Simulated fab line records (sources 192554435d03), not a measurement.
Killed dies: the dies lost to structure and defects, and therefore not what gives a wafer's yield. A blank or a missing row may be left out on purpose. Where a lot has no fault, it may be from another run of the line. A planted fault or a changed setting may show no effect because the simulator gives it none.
Matching of chambers || flow n5 finfet || N5_BEOL_M11_STRIP_36 on rie diel-03 has 4 sister chambers
The step strips in N2/H2. 4 wafers are shown with their chamber, then 11 later ones without.

WAFERS PAIRED WITH THEIR CHAMBERS
{"wafer": "L085.3", "chamber": 1, "drypump motor current A (A)": 5.2}
{"wafer": "L086.1", "chamber": 2, "drypump motor current A (A)": 6.5}
{"wafer": "L086.4", "chamber": 0, "drypump motor current A (A)": 5.3}
{"wafer": "L091.2", "chamber": 3, "drypump motor current A (A)": 5.8}

WAFERS MISSING THEIR CHAMBER
{"wafer": "L091.3", "drypump motor current A (A)": 6.5}
{"wafer": "L091.5", "drypump motor current A (A)": 6.5}
{"wafer": "L088.3", "drypump motor current A (A)": 6.5}
{"wafer": "L088.5", "drypump motor current A (A)": 5.3}
{"wafer": "L088.6", "drypump motor current A (A)": 5.2}
{"wafer": "L092.4", "drypump motor current A (A)": 6.4}
{"wafer": "L092.5", "drypump motor current A (A)": 5.8}
{"wafer": "L092.6", "drypump motor current A (A)": 5.3}
{"wafer": "L095.1", "drypump motor current A (A)": 6.5}
{"wafer": "L095.3", "drypump motor current A (A)": 5.8}
{"wafer": "L095.4", "drypump motor current A (A)": 5.2}

WHICH CHAMBER EACH ONE RAN IN
{"wafer": "L091.3", "from the rows above": 2, "in truth": 2}
{"wafer": "L091.5", "from the rows above": 2, "in truth": 2}
{"wafer": "L088.3", "from the rows above": 2, "in truth": 2}
{"wafer": "L088.5", "from the rows above": 0, "in truth": 0}
{"wafer": "L088.6", "from the rows above": 1, "in truth": 1}
{"wafer": "L092.4", "from the rows above": 2, "in truth": 2}
{"wafer": "L092.5", "from the rows above": 3, "in truth": 3}
{"wafer": "L092.6", "from the rows above": 0, "in truth": 0}
{"wafer": "L095.1", "from the rows above": 2, "in truth": 2}
{"wafer": "L095.3", "from the rows above": 3, "in truth": 3}
{"wafer": "L095.4", "from the rows above": 1, "in truth": 1}
11 of 11 placed correctly. From these rows, 0 cannot be placed. Number placed wrongly: 0.
How it was worked out, from the rows above alone: a wafer's distance from a chamber is the root of the sum, over the readings, of the square of ((its reading less the chamber's mean) divided by the reading's scatter). If the next closest chamber is less than 2 further off than the closest, the wafer can't be placed; otherwise it belongs to the closest. Each chamber's mean is taken over the wafers shown for it. The scatter (one wafer shown for each chamber): square how far every hidden wafer sits from the nearest shown wafer, average those squares and take the square root.
